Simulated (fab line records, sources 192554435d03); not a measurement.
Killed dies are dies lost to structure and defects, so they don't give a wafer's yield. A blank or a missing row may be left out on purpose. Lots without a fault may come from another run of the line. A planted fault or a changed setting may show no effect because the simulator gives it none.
One fault seen from 3 desks | flow n5_finfet | each desk has only its own numbers; what lay behind them comes last

THE TOOL OWNER'S DESK: krf_scanner-01
The tool's own readings at N5_WELL_APT_EXPOSE_05 (exposes mask NWELL, defocus 0 nm, target cd 200 nm): means of the sampled wafers that have a number, for each lot that ran on this tool. A lot is out of limits, marked OUT, if its mean lies more than 4 standard deviations from the usual mean; the brackets give that distance.
Columns: A = exposure_dose_mJ_cm2 at N5_WELL_APT_EXPOSE_05, usual 20.287
lot  | first seen here | A
L439 | day 2 01:31     | 20.288
L447 | day 4 01:31     | 19.869 (-17) OUT
L448 | day 4 07:23     | 19.980 (-12) OUT
This desk's finding: out of limits on L447, L448; first on L447, day 4 01:31 (exposure_dose_mJ_cm2 at N5_WELL_APT_EXPOSE_05). In limits: L439.

THE DEFECT DESK
What the inspections along the route counted, lot by lot: means of the sampled wafers that have a number. A lot is out of limits, marked OUT, if its mean lies more than 4 standard deviations from the usual mean; the brackets give that distance.
Columns: A = raw_defect_count at N5_ZERO_LAYER_INSPECT_20, usual 37; B = raw_defect_count at N5_WELL_APT_INSPECT_10, usual 2.1
lot  | first seen here | A  | B
L439 | day 2 01:23     | 63 | 1.7
L447 | day 4 01:16     | 26 | 1.3
L448 | day 4 07:15     | 24 | 1.7
L449 | day 4 13:23     | 46 | 1.7
L453 | day 5 13:20     | 19 | 1.3
L455 | day 6 01:24     | 38 | 1.7
This desk's finding: nothing out of limits on any of the 6 lots.

THE METROLOGY DESK
What the gauges read, lot by lot, whatever tool the lot ran on: means of the sampled wafers that have a number. A lot is out of limits, marked OUT, if its mean lies more than 4 standard deviations from the usual mean; the brackets give that distance. Of its 13 readings 7 are shown: those that lie furthest out on some lot.
Columns: A = cd_nm at N5_WELL_APT_CD_MEAS_08, usual 200.2 nm; B = NWELL_OVL at N5_WELL_APT_OVL_MEAS_09, usual -2 nm; C = DIBL_N at N5_BEOL_M4_RC_MEAS_101, usual 36.1 mV/V; D = DIBL_P at N5_BEOL_M4_RC_MEAS_101, usual 36.3 mV/V; E = IOFF_P at N5_BEOL_M4_RC_MEAS_101, usual 0.21 nA/um; F = SS_N at N5_BEOL_M4_RC_MEAS_101, usual 71.4 mV/dec; G = VT_P at N5_BEOL_M4_RC_MEAS_101, usual -250 mV
lot  | first seen here | A     | B  | C    | D    | E    | F    | G
L439 | day 2 00:46     | 200.5 | -6 | 36.7 | 38.0 | 0.21 | 70.8 | -253
L447 | day 4 00:39     | 197.2 | -4 | 38.1 | 37.2 | 0.22 | 71.7 | -252
L448 | day 4 06:38     | 199.2 | -9 | 35.5 | 35.9 | 0.23 | 72.0 | -248
L449 | day 4 12:46     | 202.2 | -0 | 37.4 | 35.9 | 0.25 | 71.6 | -245
L453 | day 5 12:38     | 199.5 | -6 | 35.9 | 36.9 | 0.21 | 71.7 | -250
L455 | day 6 00:46     | 198.7 | -1 | 37.2 | 37.0 | 0.21 | 72.1 | -249
This desk's finding: nothing out of limits on any of the 6 lots.

PUT TOGETHER
The tool owner's desk could have raised an alarm at day 4 01:31, on L447, L448.
The defect desk saw nothing out of limits.
The metrology desk saw nothing out of limits.
The defect desk has L447, L448 on record, within its limits.
The metrology desk has L447, L448 on record, within its limits.
Of the lots named, all ran N5_WELL_APT_EXPOSE_05 on krf_scanner-01.

WHAT THE SIMULATOR HAD PUT IN
Process parameter drift: krf_scanner-01, from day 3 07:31 on, at N5_WELL_APT_EXPOSE_05. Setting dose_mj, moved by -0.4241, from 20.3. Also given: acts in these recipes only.
Lots struck among those shown: L447, L448.
Hours from the fault's start to each desk's first reading out of limits: the tool owner's desk, 18.
